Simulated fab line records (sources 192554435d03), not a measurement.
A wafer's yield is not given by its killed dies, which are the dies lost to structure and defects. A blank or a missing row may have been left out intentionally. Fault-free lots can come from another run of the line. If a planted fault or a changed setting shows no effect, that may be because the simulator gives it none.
Matching of chambers | flow n5-finfet | 4 sister chambers for N5_BEOL_M15_VIA_ETCH_16 on rie-diel-04
The step etches SiO2 in C4F8/O2/Ar, target depth 1792.2 nm. 8 wafers are shown with their chamber, then 7 later ones without.

== EACH WAFER AND ITS CHAMBER ==
wafer  | chamber | showerhead-plenum-p-Torr (Torr) | rf-vpp-V (V)
L076.5 | 1       | 3.34                            | 2190
L079.4 | 1       | 3.34                            | 2191
L081.6 | 0       | 3.29                            | 2202
L085.2 | 3       | 3.41                            | 2210
L085.3 | 0       | 3.28                            | 2202
L085.6 | 2       | 3.65                            | 2201
L093.1 | 2       | 3.64                            | 2200
L093.3 | 3       | 3.40                            | 2210

== WAFERS WITHOUT THEIR CHAMBER ==
wafer  | showerhead-plenum-p-Torr (Torr) | rf-vpp-V (V)
L093.4 | 3.33                            | 2190
L094.2 | 3.28                            | 2201
L094.3 | 3.64                            | 2198
L094.6 | 3.33                            | 2191
L096.1 | 3.33                            | 2191
L096.4 | 3.40                            | 2209
L096.5 | 3.40                            | 2208

== WHICH CHAMBER EACH ONE RAN IN ==
wafer  | from the rows above | in truth
L093.4 | 1                   | 1
L094.2 | 0                   | 0
L094.3 | 2                   | 2
L094.6 | 1                   | 1
L096.1 | 1                   | 1
L096.4 | 3                   | 3
L096.5 | 3                   | 3
Correct placement for 7 of the 7. Not placeable from these rows: 0. Wrongly placed: 0.
How it was worked out, from the rows above alone: a wafer's distance from a chamber is the root of the sum, over the readings, of the square of ((its reading less the chamber's mean) divided by the reading's scatter). The wafer belongs to the nearest chamber; if the next one is less than 2 further off, it can't be placed. For every chamber, the mean is computed from those of its wafers that are shown. The scatter: take each reading less its chamber's mean, square it, sum over the shown wafers, divide by the number of wafers less the number of chambers, and take the root.
